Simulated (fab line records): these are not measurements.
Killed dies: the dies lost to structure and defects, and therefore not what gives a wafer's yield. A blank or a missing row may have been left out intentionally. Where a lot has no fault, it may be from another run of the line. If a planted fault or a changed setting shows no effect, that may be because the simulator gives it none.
Split-lot experiment | flow n5_finfet | 21 wafers read across 7 lots, on a route 1938 steps long

## ON THE SPLIT
At N5_BEOL_M12_DEP_53 (deposits SiCN from 3MS/NH3, target thk 30 nm, time 10.5 s), the setting time_s was moved away from the recipe's 10.5 s on 6 of the 21 wafers read, by +4.7% to +11.3%. The other wafers ran this setting at the recipe's value.

The reading comes from the split's own step.

## THE READING
SiCN_of_BEOL_M12_DEP_53.thk_nm (the simulator's own value, which no gauge read), in nm, at N5_BEOL_M12_DEP_53 (deposits SiCN from 3MS/NH3, target thk 30 nm, time 10.5 s). No usual value for it is given in the file. Across the 15 wafers here that went through the recipe, the average is 30.3 nm and the standard deviation 0.39 nm.

wafer  | tool, chamber at the split | time_s as run, s | against the recipe | SiCN_of_BEOL_M12_DEP_53.thk_nm, nm | against lot-mates on the recipe
L075.3 | pecvd-01, 2                | 10.5             | recipe             | 29.6                               | -
L075.4 | pecvd-01, 0                | 11.69            | +11.3%             | 33.4                               | +3.6
L075.5 | pecvd-01, 1                | 10.5             | recipe             | 30                                 | -
L078.1 | pecvd-04, 1                | 10.5             | recipe             | 30.4                               | -
L078.2 | pecvd-04, 0,2              | 11.2             | +6.7%              | 32.6                               | +2.2
L078.6 | pecvd-04, 0,2              | 11.2             | +6.7%              | 32.6                               | +2.2
L079.4 | pecvd-04, 1,2              | 10.5             | recipe             | 30.8                               | -
L079.6 | pecvd-04, 1,2              | 10.5             | recipe             | 30.8                               | -
L079.5 | pecvd-04, 0                | 10.5             | recipe             | 30.6                               | -
L090.3 | pecvd-04, 0                | 10.5             | recipe             | 30.2                               | -
L090.5 | pecvd-04, 1                | 10.5             | recipe             | 30                                 | -
L090.6 | pecvd-04, 0                | 10.5             | recipe             | 30.6                               | -
L092.1 | pecvd-04, 0,1              | 10.5             | recipe             | 30                                 | -
L092.3 | pecvd-04, 0,1              | 10.5             | recipe             | 30                                 | -
L092.5 | pecvd-04, 1                | 10.5             | recipe             | 30.6                               | -
L091.2 | pecvd-02, 2                | 10.5             | recipe             | 29.8                               | -
L091.4 | pecvd-02, 0,1              | 10.99            | +4.7%              | 31.6                               | +1.8
L091.6 | pecvd-02, 0,1              | 10.99            | +4.7%              | 31.6                               | +1.8
L094.2 | pecvd-04, 1                | 10.5             | recipe             | 30.8                               | -
L094.3 | pecvd-04, 0                | 10.5             | recipe             | 30.6                               | -
L094.5 | pecvd-04, 0                | 11.69            | +11.3%             | 34.4                               | +3.7
Where a row lists several chambers, the file gives one row for several wafers and doesn't say which wafer went through which chamber.

FIT RESULTS
A straight line over all 21 wafers: SiCN_of_BEOL_M12_DEP_53.thk_nm changes by +0.318 nm for each +1% of time_s; r = +0.95; the points scatter about the line by 0.39 nm.
The same after taking each lot's own level away (the mean of its wafers on the recipe; 21 wafers): +0.329 nm for each +1%; r = +0.99; scatter 0.19 nm.
That fit puts the effect of the largest move of time_s on the reading at 3.7 nm.
The span of the lots' own levels, 29.80 to 30.73 nm, comes to 2.4 times the standard deviation stated above.
So the lot-to-lot level changes the slope little: the two slopes agree.
Check: +3.82 nm against its lot-mates is what the line predicts for one of the wafers moved furthest among these (+11.3%) when that wafer is left out of the fit. It came out at +3.6 nm against them.

## ADDITIONAL SPLITS CARRIED BY THESE WAFERS
These wafers also went through other splits before the reading. Each is held against what the fit with the lots' levels taken away leaves over:
other split on the same wafers    | wafers away from the commonest value | r with SiCN_of_BEOL_M12_DEP_53.thk_nm (lot level and that fit taken away)
N5_BEOL_M10_ETCH_66 time_s        | 9                                    | +0.47
N5_BEOL_M10_TRENCH_ETCH_37 bias_w | 6                                    | -0.08

## FILE'S OWN FIT
SiCN_of_BEOL_M12_DEP_53.thk_nm changes by +0.327 nm for each +1% of time_s, r = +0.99.
